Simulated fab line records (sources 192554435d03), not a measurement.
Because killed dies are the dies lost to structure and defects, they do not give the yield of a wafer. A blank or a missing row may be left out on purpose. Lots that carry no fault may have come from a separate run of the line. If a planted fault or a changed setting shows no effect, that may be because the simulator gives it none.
A lot that was struck, set against a sound lot | flow n5-finfet | 14 out of 1938 route steps
Sound: wafers L727.1, L727.4, L727.5. The struck wafers were L730.1, L730.4, L730.5. The cause comes at the end.
Order at every step that has rows: each side's tool, ch and its chambers, its first start. Under that, the readings that differ: sound wafers | struck wafers | difference of the means | sigmas: that difference in standard deviations of wafers without a fault.
alike: a reading whose means differ by less than 2 such deviations, as well as words and numbers matching on both sides. not compared: withheld readings; readings where some wafer has no value; bounds like >300 that might hide an equal value; numbers whose values overlap and for which the record gives no deviation.
A row with sigmas, a row that says differs or no value, or rows on one side alone: a step with any of these is where the two part. Numbers that don't overlap but have no deviation are shown without sigmas and don't part them. A reading that every wafer of one side lacks parts them only if that side has two wafers or more.

N5_MIM_TOP_LITHO_CD_MEAS_08 targets a cd of 2000 nm.
  sound on cd-sem-02 ch 0, day 12 08:57; struck on cd-sem-02 ch 0, day 13 07:13
  alike: cd-nm
N5_MIM_TOP_LITHO_OVL_MEAS_11:
  sound on overlay-02 ch 0, day 12 08:59; struck on overlay-02 ch 0, day 13 07:15
  alike: MIM_TOP_OVL
N5_MIM_TOP_LITHO_INSPECT_12: inspects for defects (macro).
  sound on defect-inspect-02 at day 12 09:01; struck on defect-inspect-02 at day 13 07:17
  alike: raw-defect-count
N5_MIM_TOP_LITHO_DESCUM_10: chemistry O2, time 7.9 s.
  sound on rie-diel-01 ch 2,3, day 12 09:02; struck on rie-diel-03 ch 0,2, day 13 07:19
  alike: drypump-motor-current-A, o2-flow-sccm, oes-product-au, rf-fwd-power-W, rf-vpp-V, showerhead-plenum-p-Torr, throttle-valve-pct
  not compared: rf-hours-counter-h
N5_MIM_TOP_ETCH_ETCH_00: etches TiN in Cl2/BCl3, target depth 38.5 nm.
  sound on rie-metal-02 ch 0,1, day 12 09:08; struck on rie-metal-01 ch 1, day 13 07:24
  reading                     | sound       | struck      | difference | sigmas
  drypump-motor-current-A (A) | 5.1 5.1 6.1 | 6.5 6.5 6.5 | +1.1       | +2
  alike: mfc-ar-sccm, oes-product-au, rf-fwd-power-W, throttle-valve-pct
  not compared: rf-hours-counter-h
N5_MIM_TOP_ETCH_STRIP_01: strips in O2.
  sound on rie-diel-06 ch 1,2, day 12 09:16; struck on rie-diel-02 ch 0,1,3, day 13 07:32
  alike: drypump-motor-current-A, o2-flow-sccm, oes-product-au, rf-vpp-V, showerhead-plenum-p-Torr, throttle-valve-pct
  not compared: rf-hours-counter-h
N5_MIM_TOP_ETCH_PECVD_03: deposits SiNx from SiH4/NH3/N2, target thk 20 nm, time 17.6 s.
  sound on pecvd-01 ch 1,2, day 12 09:20; struck on pecvd-01 ch 1,2, day 13 07:36
  alike: heater-power-w, rf-fwd-power-W, showerhead-plenum-p-Torr, showerhead-vpp-V, susceptor-temp-C, throttle-valve-pct
then, 5 steps without rows for these wafers: N5_MIM_BOT_LITHO_HMDS_01 (time 60 s); N5_MIM_BOT_LITHO_COAT_02; N5_MIM_BOT_LITHO_EBR_04; N5_MIM_BOT_LITHO_SOFTBAKE_03 (time 90 s); N5_MIM_BOT_LITHO_EXPOSE_05 (exposes mask MIM BOT).
N5_MIM_BOT_LITHO_PEB_06:
  sound on litho-track-03 ch 0, day 12 09:34; struck on litho-track-01, day 13 07:58
  reading         | sound          | struck | difference                    | sigmas
  exhaust-pa (Pa) | 43.9 44.2 42.9 | - - -  | no value on the struck wafers |
  not compared: chill-plate-temp-C
then, 1 step without rows for these wafers: N5_MIM_BOT_LITHO_DEVELOP_07 (develop time 60 s).

## WHERE THEY PART
At N5_MIM_TOP_ETCH_ETCH_00 first; at N5_MIM_BOT_LITHO_PEB_06 last (within this record only).

WHY: what the simulator had put in
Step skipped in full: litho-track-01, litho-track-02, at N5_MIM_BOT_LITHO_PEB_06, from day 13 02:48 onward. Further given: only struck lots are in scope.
